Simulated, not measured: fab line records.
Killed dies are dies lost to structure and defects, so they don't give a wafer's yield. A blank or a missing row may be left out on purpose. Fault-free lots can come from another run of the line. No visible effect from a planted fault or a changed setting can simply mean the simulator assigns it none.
Split-lot trial || flow n5Finfet || on a route of 1938 steps: 7 lots, 21 wafers read

THE SPLIT ITSELF
At N5_PMOS_HMC_CHANNEL_EPI_COAT_31 (time 60 s, resist thk 66 nm), the setting spinRpm was moved away from the recipe's 1500 rpm on 6 of the 21 wafers read, by -11.0% to +6.5%. The other wafers ran this setting at the recipe's value.

FROM THE SPLIT TO THE READING: what the file shows between them, 4 steps
- N5_PMOS_HMC_CHANNEL_EPI_PEB_07: peb time 60 s (also split here: pebTimeS)
- N5_PMOS_HMC_CHANNEL_EPI_DEVELOP_08: develop time 30 s
- N5_PMOS_HMC_CHANNEL_EPI_CD_MEAS_09: target cd 237.4 nm
- N5_PMOS_HMC_CHANNEL_EPI_DESCUM_14: chemistry O2, time 7.9 s

THE READING
etch.depthNm (the simulator's own value, which no gauge read), in nm, at N5_PMOS_HMC_CHANNEL_EPI_ETCH_32 (etches BARC in N2/H2, stops on SiO2, target depth 85.8 nm, time 50.3 s). No usual value for it is given in the file. Here, 15 wafers ran the recipe; their average is 65.97 nm with a standard deviation of 0.16 nm.

{"wafer": "L074.2", "tool, chamber at the split": "lithoTrack-02, 0", "spinRpm as run, rpm": 1500, "against the recipe": "recipe", "etch.depthNm, nm": 66.15, "against lot-mates on the recipe": "-"}
{"wafer": "L074.3", "tool, chamber at the split": "lithoTrack-02, 0", "spinRpm as run, rpm": 1594, "against the recipe": "+6.3%", "etch.depthNm, nm": 64.17, "against lot-mates on the recipe": -1.98}
{"wafer": "L074.4", "tool, chamber at the split": "lithoTrack-02, 0", "spinRpm as run, rpm": 1500, "against the recipe": "recipe", "etch.depthNm, nm": 66.15, "against lot-mates on the recipe": "-"}
{"wafer": "L085.2", "tool, chamber at the split": "lithoTrack-03, 0", "spinRpm as run, rpm": 1425, "against the recipe": "-5.0%", "etch.depthNm, nm": 67.77, "against lot-mates on the recipe": "+1.71"}
{"wafer": "L085.3", "tool, chamber at the split": "lithoTrack-03, 0", "spinRpm as run, rpm": 1425, "against the recipe": "-5.0%", "etch.depthNm, nm": 67.58, "against lot-mates on the recipe": "+1.52"}
{"wafer": "L085.4", "tool, chamber at the split": "lithoTrack-03, 0", "spinRpm as run, rpm": 1500, "against the recipe": "recipe", "etch.depthNm, nm": 66.06, "against lot-mates on the recipe": "-"}
{"wafer": "L086.1", "tool, chamber at the split": "lithoTrack-04, 0", "spinRpm as run, rpm": 1500, "against the recipe": "recipe", "etch.depthNm, nm": 65.89, "against lot-mates on the recipe": "-"}
{"wafer": "L086.4", "tool, chamber at the split": "lithoTrack-04, 0", "spinRpm as run, rpm": 1500, "against the recipe": "recipe", "etch.depthNm, nm": 66.13, "against lot-mates on the recipe": "-"}
{"wafer": "L086.6", "tool, chamber at the split": "lithoTrack-04, 0", "spinRpm as run, rpm": 1500, "against the recipe": "recipe", "etch.depthNm, nm": 65.79, "against lot-mates on the recipe": "-"}
{"wafer": "L088.3", "tool, chamber at the split": "lithoTrack-03, 0", "spinRpm as run, rpm": 1335, "against the recipe": "-11.0%", "etch.depthNm, nm": 70.17, "against lot-mates on the recipe": "+4.06"}
{"wafer": "L088.4", "tool, chamber at the split": "lithoTrack-03, 0", "spinRpm as run, rpm": 1500, "against the recipe": "recipe", "etch.depthNm, nm": 66.07, "against lot-mates on the recipe": "-"}
{"wafer": "L088.5", "tool, chamber at the split": "lithoTrack-03, 0", "spinRpm as run, rpm": 1500, "against the recipe": "recipe", "etch.depthNm, nm": 66.16, "against lot-mates on the recipe": "-"}
{"wafer": "L091.1", "tool, chamber at the split": "lithoTrack-04, 0", "spinRpm as run, rpm": 1500, "against the recipe": "recipe", "etch.depthNm, nm": 66.1, "against lot-mates on the recipe": "-"}
{"wafer": "L091.4", "tool, chamber at the split": "lithoTrack-04, 0", "spinRpm as run, rpm": 1500, "against the recipe": "recipe", "etch.depthNm, nm": 66, "against lot-mates on the recipe": "-"}
{"wafer": "L091.5", "tool, chamber at the split": "lithoTrack-04, 0", "spinRpm as run, rpm": 1500, "against the recipe": "recipe", "etch.depthNm, nm": 66.03, "against lot-mates on the recipe": "-"}
{"wafer": "L092.3", "tool, chamber at the split": "lithoTrack-04, 0", "spinRpm as run, rpm": 1500, "against the recipe": "recipe", "etch.depthNm, nm": 65.89, "against lot-mates on the recipe": "-"}
{"wafer": "L092.5", "tool, chamber at the split": "lithoTrack-04, 0", "spinRpm as run, rpm": 1598, "against the recipe": "+6.5%", "etch.depthNm, nm": 64.04, "against lot-mates on the recipe": -1.85}
{"wafer": "L092.6", "tool, chamber at the split": "lithoTrack-04, 0", "spinRpm as run, rpm": 1598, "against the recipe": "+6.5%", "etch.depthNm, nm": 64.07, "against lot-mates on the recipe": -1.82}
{"wafer": "L095.2", "tool, chamber at the split": "lithoTrack-02, 0", "spinRpm as run, rpm": 1500, "against the recipe": "recipe", "etch.depthNm, nm": 65.72, "against lot-mates on the recipe": "-"}
{"wafer": "L095.3", "tool, chamber at the split": "lithoTrack-02, 0", "spinRpm as run, rpm": 1500, "against the recipe": "recipe", "etch.depthNm, nm": 65.79, "against lot-mates on the recipe": "-"}
{"wafer": "L095.5", "tool, chamber at the split": "lithoTrack-02, 0", "spinRpm as run, rpm": 1500, "against the recipe": "recipe", "etch.depthNm, nm": 65.68, "against lot-mates on the recipe": "-"}

FIT RESULTS
A straight line over all 21 wafers: etch.depthNm changes by -0.336 nm for each +1% of spinRpm; r = -0.99; the points scatter about the line by 0.21 nm.
The same after taking each lot's own level away (the mean of its wafers on the recipe; 21 wafers): -0.328 nm for each +1%; r = -0.99; scatter 0.15 nm.
That fit puts the effect of the largest move of spinRpm on the reading at 3.6 nm.
Measured against the standard deviation above, the lots' own levels, which go from 65.730 to 66.150 nm, span 2.6 times it.
So the lot-to-lot level changes the slope little: the two slopes agree.
Check: for one of the wafers moved furthest among these (-11.0%), held out of the fit, the line's prediction against its lot-mates is +3.34 nm. Against them it came out at +4.06 nm.

THESE WAFERS: OTHER SPLITS
Note: prior to the reading, these wafers also went through further splits. Each is held against what the fit with the lots' levels taken away leaves over:
{"other split on the same wafers": "N5_ZERO_LAYER_PECVD_02 timeS", "wafers away from the commonest value": 8, "r with etch.depthNm (lot level and that fit taken away)": "+0.21"}
{"other split on the same wafers": "N5_ZERO_LAYER_COAT_05 spinRpm", "wafers away from the commonest value": 6, "r with etch.depthNm (lot level and that fit taken away)": "+0.04"}
{"other split on the same wafers": "N5_PMOS_HMC_CHANNEL_EPI_PEB_07 pebTimeS", "wafers away from the commonest value": 5, "r with etch.depthNm (lot level and that fit taken away)": "+0.06"}

THE WHOLE CHAIN: every reading that the file lists as answering this split, in the file's order
{"step": "N5_PMOS_HMC_CHANNEL_EPI_COAT_31", "what it does": "time 60 s, resist thk 66 nm", "reading": "BARC_of_PMOS_HMC_CHANNEL_EPI_COAT_31.thkNm (the simulator's own value, which no gauge read)", "change (the file's fit)": "-0.338 nm for each +1% of the setting", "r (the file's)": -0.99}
{"step": "N5_PMOS_HMC_CHANNEL_EPI_ETCH_32", "what it does": "etches BARC in N2/H2, stops on SiO2, target depth 85.8 nm, time 50.3 s", "reading": "etch.depthNm (the simulator's own value, which no gauge read)", "change (the file's fit)": "-0.338 nm for each +1% of the setting", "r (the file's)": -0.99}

THE FILE'S OWN FIT
etch.depthNm changes by -0.338 nm for each +1% of spinRpm, r = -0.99.
